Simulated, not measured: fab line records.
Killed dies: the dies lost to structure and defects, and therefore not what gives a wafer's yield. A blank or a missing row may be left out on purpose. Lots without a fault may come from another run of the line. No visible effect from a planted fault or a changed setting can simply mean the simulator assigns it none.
Chamber matching / flow nandHarc / NHARC_A_WL_FILL_STRIP_29 on rieDiel-05: 4 sister chambers
The step strips in O2, time 20 s. 4 wafers are shown with their chamber, then 10 later ones without.

## WAFERS WITH THEIR CHAMBER
wafer=L085.2; chamber=2; drypumpMotorCurrentA (A)=5.3
wafer=L085.4; chamber=3; drypumpMotorCurrentA (A)=6.0
wafer=L088.2; chamber=0; drypumpMotorCurrentA (A)=5.6
wafer=L088.5; chamber=1; drypumpMotorCurrentA (A)=6.1

## WAFERS WITHOUT THEIR CHAMBER
wafer=L088.6; drypumpMotorCurrentA (A)=5.6
wafer=L091.2; drypumpMotorCurrentA (A)=6.0
wafer=L091.3; drypumpMotorCurrentA (A)=5.5
wafer=L091.6; drypumpMotorCurrentA (A)=5.3
wafer=L095.1; drypumpMotorCurrentA (A)=6.0
wafer=L095.2; drypumpMotorCurrentA (A)=5.5
wafer=L095.4; drypumpMotorCurrentA (A)=6.0
wafer=L096.3; drypumpMotorCurrentA (A)=5.6
wafer=L096.5; drypumpMotorCurrentA (A)=6.0
wafer=L096.6; drypumpMotorCurrentA (A)=5.3

## EACH ONE'S CHAMBER
wafer=L088.6; from the rows above=0; in truth=0
wafer=L091.2; from the rows above=3; in truth=3
wafer=L091.3; from the rows above=0; in truth=0
wafer=L091.6; from the rows above=2; in truth=2
wafer=L095.1; from the rows above=3; in truth=3
wafer=L095.2; from the rows above=0; in truth=0
wafer=L095.4; from the rows above=3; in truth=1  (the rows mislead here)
wafer=L096.3; from the rows above=0; in truth=0
wafer=L096.5; from the rows above=3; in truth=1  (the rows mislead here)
wafer=L096.6; from the rows above=2; in truth=2
Placed correctly: 8 of 10. Left unplaced by these rows: 0. 2 placed wrongly.
How it was worked out, from the rows above alone: a wafer's distance from a chamber is the root of the sum, over the readings, of the square of ((its reading less the chamber's mean) divided by the reading's scatter). The wafer belongs to the nearest chamber; if the next one is less than 2 further off, it can't be placed. A chamber's mean is the mean of its shown wafers. The scatter: root of mean squared gap, hidden wafer to nearest shown wafer, with one shown wafer a chamber.
